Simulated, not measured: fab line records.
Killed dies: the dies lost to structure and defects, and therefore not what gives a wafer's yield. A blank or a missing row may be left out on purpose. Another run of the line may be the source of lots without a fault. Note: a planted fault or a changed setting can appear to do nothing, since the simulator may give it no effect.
Chamber matching :: flow n5 finfet :: 4 sister chambers for N5_BEOL_M10_ALD_74 on ald metal-01
The step deposits TaN, target thk 2 nm, pulse time 2 s, purge time 3 s. 4 wafers are shown with their chamber, then 10 later ones without.

## WAFERS PAIRED WITH THEIR CHAMBERS
wafer: L079.5
chamber: 0
heater power w (W): 460

wafer: L086.5
chamber: 2
heater power w (W): 385

wafer: L085.2
chamber: 3
heater power w (W): 432

wafer: L085.4
chamber: 1
heater power w (W): 448

## WAFERS MISSING THEIR CHAMBER
wafer: L085.5
heater power w (W): 440

wafer: L088.1
heater power w (W): 449

wafer: L088.3
heater power w (W): 397

wafer: L088.5
heater power w (W): 402

wafer: L091.1
heater power w (W): 462

wafer: L091.2
heater power w (W): 456

wafer: L091.6
heater power w (W): 458

wafer: L093.2
heater power w (W): 437

wafer: L093.4
heater power w (W): 448

wafer: L093.5
heater power w (W): 389

## WHICH CHAMBER EACH ONE RAN IN
wafer: L085.5
from the rows above: can't be placed: 1 or 3 or 0
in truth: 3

wafer: L088.1
from the rows above: can't be placed: 1 or 0
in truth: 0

wafer: L088.3
from the rows above: 2
in truth: 2

wafer: L088.5
from the rows above: can't be placed: 2 or 3
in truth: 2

wafer: L091.1
from the rows above: can't be placed: 0 or 1
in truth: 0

wafer: L091.2
from the rows above: can't be placed: 0 or 1
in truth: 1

wafer: L091.6
from the rows above: can't be placed: 0 or 1
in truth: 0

wafer: L093.2
from the rows above: can't be placed: 3 or 1
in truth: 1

wafer: L093.4
from the rows above: can't be placed: 1 or 0
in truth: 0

wafer: L093.5
from the rows above: 2
in truth: 2
2 of 10 placed correctly. Unplaceable from these rows: 8, with the true chamber sitting among the candidates in 8. Wrongly placed: 0.
How it was worked out, from the rows above alone: a wafer's distance from a chamber is the root of the sum, over the readings, of the square of ((its reading less the chamber's mean) divided by the reading's scatter). If the next closest chamber is less than 2 further off than the closest, the wafer can't be placed; otherwise it belongs to the closest. The mean given for a chamber averages the wafers shown for that chamber. The scatter (one wafer shown for each chamber): square how far every hidden wafer sits from the nearest shown wafer, average those squares and take the square root.
